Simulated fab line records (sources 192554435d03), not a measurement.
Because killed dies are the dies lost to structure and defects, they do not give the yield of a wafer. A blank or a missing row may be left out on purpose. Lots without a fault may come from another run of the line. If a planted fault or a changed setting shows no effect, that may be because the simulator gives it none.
Split-lot experiment -- flow n5-finfet -- route with 1938 steps; 7 lots, 21 wafers read

ON THE SPLIT
At N5_DUMMY_GATE_ETCH_37 (etches SOC in N2/H2, target depth 60 nm, overetch 30 nm), the setting source-w was moved away from the recipe's 840 W on 6 of the 21 wafers read, by -16.2% to +17.3%. This setting was run at the recipe's value on the other wafers.

The split's own step is where the reading is taken.

THE READING
rf-vpp-V, in V, at N5_DUMMY_GATE_ETCH_37 (etches SOC in N2/H2, target depth 60 nm, overetch 30 nm). Fault-free wafers of this fab line usually give 523.7 V, standard deviation 2.7 V.

wafer,"tool, chamber at the split","source-w as run, W",against the recipe,"rf-vpp-V, V",against lot-mates on the recipe
L077.1,"rie-diel-01, 3",840,recipe,526.6,-
L077.4,"rie-diel-01, 2",943.5,+12.3%,503.5,-23.1
L077.5,"rie-diel-01, 3",943.5,+12.3%,506.1,-20.5
L081.2,"rie-diel-01, 0",840,recipe,523.0,-
L081.4,"rie-diel-01, 1",840,recipe,520.6,-
L081.6,"rie-diel-01, 1",840,recipe,519.6,-
L083.2,"rie-diel-02, 2",951.1,+13.2%,498.8,-24.2
L083.5,"rie-diel-02, 2",840,recipe,521.0,-
L083.6,"rie-diel-02, 1",840,recipe,525.0,-
L084.2,"rie-diel-01, 1",840,recipe,520.2,-
L084.3,"rie-diel-01, 2",840,recipe,522.8,-
L084.4,"rie-diel-01, 0",840,recipe,524.3,-
L086.3,"rie-diel-02, 2",704,-16.2%,552.3,+29.6
L086.4,"rie-diel-02, 0",840,recipe,522.7,-
L086.5,"rie-diel-02, 1",704,-16.2%,554.3,+31.6
L089.1,"rie-diel-01, 2",840,recipe,523.0,-
L089.5,"rie-diel-01, 3",840,recipe,526.9,-
L089.6,"rie-diel-01, 0",840,recipe,524.6,-
L097.1,"rie-diel-02, 2",985.2,+17.3%,494.6,-31.6
L097.3,"rie-diel-02, 3",840,recipe,529.3,-
L097.6,"rie-diel-02, 1",840,recipe,523.2,-

THE FIT
A straight line over all 21 wafers: rf-vpp-V changes by -1.74 V for each +1% of source-w; r = -0.98; the points scatter about the line by 2.6 V.
The same after taking each lot's own level away (the mean of its wafers on the recipe; 21 wafers): -1.84 V for each +1%; r = -0.99; scatter 1.7 V.
The reading moves by 32 V for the largest change in source-w, on that fit.
From 521.07 to 526.60 V: that is the span of the lots' own levels, equal to 2.0 times the standard deviation above.
So the lot-to-lot level changes the slope little: the two slopes agree.
Check: -31.7 V against its lot-mates is what the line predicts for one of the wafers moved furthest among these (+17.3%) when that wafer is left out of the fit. Against them it came out at -31.6 V.
Tool readings at the split's step, against how far the setting was moved: rf-vpp-V r = -0.98.

OTHER SPLITS APPLIED TO THESE WAFERS
Note: prior to the reading, these wafers also went through further splits. Each is held against what the fit with the lots' levels taken away leaves over:
other split on the same wafers,wafers away from the commonest value,r with rf-vpp-V (lot level and that fit taken away)
N5_PMOS_HMC_CHANNEL_EPI_PEB_07 peb-temp-c,5,+0.24
N5_PMOS_HMC_CHANNEL_EPI_DEVELOP_08 develop-time-s,6,-0.04
N5_FIN_SAQP_PECVD_48 time-s,10,+0.09
N5_FIN_SAQP_PECVD_06 time-s,3,-0.06
N5_FIN_CUT_COAT_19 spin-rpm,5,-0.08
N5_DUMMY_GATE_DESCUM_20 time-s,7,-0.29

THE FILE'S OWN FIT
rf-vpp-V changes by -1.84 V for each +1% of source-w, r = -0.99.
